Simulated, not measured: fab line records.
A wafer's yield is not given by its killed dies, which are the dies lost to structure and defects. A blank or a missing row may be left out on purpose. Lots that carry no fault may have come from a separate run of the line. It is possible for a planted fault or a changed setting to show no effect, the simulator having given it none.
Chamber matching / flow n5-finfet / N5_FIN_SAQP_PECVD_47 on pecvd-03: 3 sister chambers
The step deposits a-Si from SiH4/He, target thk 45 nm, time 36.3 s. 3 wafers are shown with their chamber, then 9 later ones without.

== EACH WAFER AND ITS CHAMBER ==
wafer=L082.1; chamber=0; throttle-valve-pct (%)=17.9
wafer=L082.2; chamber=1; throttle-valve-pct (%)=16.7
wafer=L082.3; chamber=2; throttle-valve-pct (%)=18.2

== WAFERS WITH NO CHAMBER GIVEN ==
wafer=L091.1; throttle-valve-pct (%)=16.5
wafer=L091.2; throttle-valve-pct (%)=18.5
wafer=L091.6; throttle-valve-pct (%)=16.9
wafer=L092.1; throttle-valve-pct (%)=18.1
wafer=L092.3; throttle-valve-pct (%)=16.5
wafer=L092.4; throttle-valve-pct (%)=16.5
wafer=L096.2; throttle-valve-pct (%)=17.9
wafer=L096.4; throttle-valve-pct (%)=18.0
wafer=L096.5; throttle-valve-pct (%)=16.5

== THE CHAMBER EACH PASSED THROUGH ==
wafer=L091.1; from the rows above=1; in truth=1
wafer=L091.2; from the rows above=can't be placed: 2 or 0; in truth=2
wafer=L091.6; from the rows above=1; in truth=1
wafer=L092.1; from the rows above=can't be placed: 2 or 0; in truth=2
wafer=L092.3; from the rows above=1; in truth=1
wafer=L092.4; from the rows above=1; in truth=1
wafer=L096.2; from the rows above=can't be placed: 0 or 2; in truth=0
wafer=L096.4; from the rows above=can't be placed: 0 or 2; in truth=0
wafer=L096.5; from the rows above=1; in truth=1
Placed correctly: 5 of 9. From these rows, 4 cannot be placed; in 4 the true chamber is one of the candidates. Number placed wrongly: 0.
How it was worked out, from the rows above alone: a wafer's distance from a chamber is the root of the sum, over the readings, of the square of ((its reading less the chamber's mean) divided by the reading's scatter). The wafer belongs to the nearest chamber; if the next one is less than 2 further off, it can't be placed. The mean given for a chamber averages the wafers shown for that chamber. The scatter (one wafer shown for each chamber): square how far every hidden wafer sits from the nearest shown wafer, average those squares and take the square root.
